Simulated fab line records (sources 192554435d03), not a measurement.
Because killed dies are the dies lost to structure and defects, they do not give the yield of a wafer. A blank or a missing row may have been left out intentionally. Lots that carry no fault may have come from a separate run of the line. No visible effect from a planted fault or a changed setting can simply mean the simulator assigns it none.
2 desks, one fault -- flow n5Finfet -- what lay behind the numbers comes last; until then each desk has only its own

== TOOL OWNER'S DESK, rieDiel-02 ==
The tool's own readings at N5_BEOL_M3_TRENCH_ETCH_37 (etches SiOC in C4F6/O2, target depth 55.555 nm, time 29.2 s): means of the sampled wafers that have a number, for each lot that ran on this tool. A lot is out of limits, marked OUT, if its mean lies more than 4 standard deviations from the usual mean; the brackets give that distance.
Columns: A = drypumpMotorCurrentA at N5_BEOL_M3_TRENCH_ETCH_37, usual 5.8 A; B = oesProductAu at N5_BEOL_M3_TRENCH_ETCH_37, usual 0.81 a.u.; C = rfVppV at N5_BEOL_M3_TRENCH_ETCH_37, usual 660 V; D = runLengthS at N5_BEOL_M3_TRENCH_ETCH_37, usual 52.5 s; E = showerheadPlenumPTorr at N5_BEOL_M3_TRENCH_ETCH_37, usual 2.83 Torr; F = throttleValvePct at N5_BEOL_M3_TRENCH_ETCH_37, usual 20.8 %
lot,first seen here,A,B,C,D,E,F
L836,day 7 12:06,5.7,0.78,657,52.8,2.76,21.0
L839,day 8 07:42,5.9,0.69,665,53.0,2.73,21.2
L842,day 9 04:44,5.9,0.81,662,54.0,2.76,20.9
L845,day 9 17:15,5.6,0.78,652,53.0,2.75,21.2
L846,day 9 22:52,5.2,0.69,646,53.5,2.73,21.4
L855,day 13 04:56,6.4,0.91,660,52.0,2.78,20.9
L857,day 13 12:40,6.0,0.83,655,52.3,2.76,21.1
This desk's verdict: no lot among the 7 shows anything out of limits.

== THE METROLOGY DESK ==
Lot by lot, what the gauges showed, no matter which tool ran the lot: averages of those sampled wafers that carry a number. A lot is out of limits, marked OUT, if its mean lies more than 4 standard deviations from the usual mean; the brackets give that distance. Of its 11 readings 7 are shown: those that lie furthest out on some lot.
Columns: A = trenchDepthNm at N5_BEOL_M3_OCD_MEAS_38, usual 55.7 nm; B = DIBL_N at N5_BEOL_M4_RC_MEAS_101, usual 37.2 mV/V; C = DIBL_P at N5_BEOL_M4_RC_MEAS_101, usual 37.3 mV/V; D = IOFF_N at N5_BEOL_M4_RC_MEAS_101, usual 0.18 nA/um; E = IOFF_P at N5_BEOL_M4_RC_MEAS_101, usual 0.24 nA/um; F = ION_N at N5_BEOL_M4_RC_MEAS_101, usual 680 uA/um; G = VT_P at N5_BEOL_M4_RC_MEAS_101, usual -248 mV
lot,first seen here,A,B,C,D,E,F,G
L836,day 7 12:15,55.1,37.0,37.0,0.17,0.22,674,-249
L839,day 8 07:51,54.7,39.1,39.6,0.23,0.27,702,-247
L842,day 9 04:53,59.2,35.8,36.0,0.15,0.22,673,-248
L843,day 9 05:01,56.0,36.3,37.5,0.16,0.21,677,-252
L845,day 9 17:25,56.7,34.9,35.6,0.16,0.25,681,-243
L846,day 9 23:01,56.5,37.5,38.0,0.19,0.29,678,-244
L848,day 11 07:40,54.9,40.9,41.0,0.25,0.31,698,-248
L855,day 13 05:05,56.7,38.3,37.5,0.16,0.22,673,-254
L856,day 13 09:37,55.9,37.2,35.7,0.16,0.21,680,-249
L857,day 13 12:49,56.6,36.7,37.6,0.18,0.22,683,-250
This desk's verdict: no lot among the 10 shows anything out of limits.

== ALL TOGETHER ==
The desk of the tool owner found nothing out of limits.
The metrology desk saw nothing out of limits.

== WHAT THE SIMULATOR PUT IN ==
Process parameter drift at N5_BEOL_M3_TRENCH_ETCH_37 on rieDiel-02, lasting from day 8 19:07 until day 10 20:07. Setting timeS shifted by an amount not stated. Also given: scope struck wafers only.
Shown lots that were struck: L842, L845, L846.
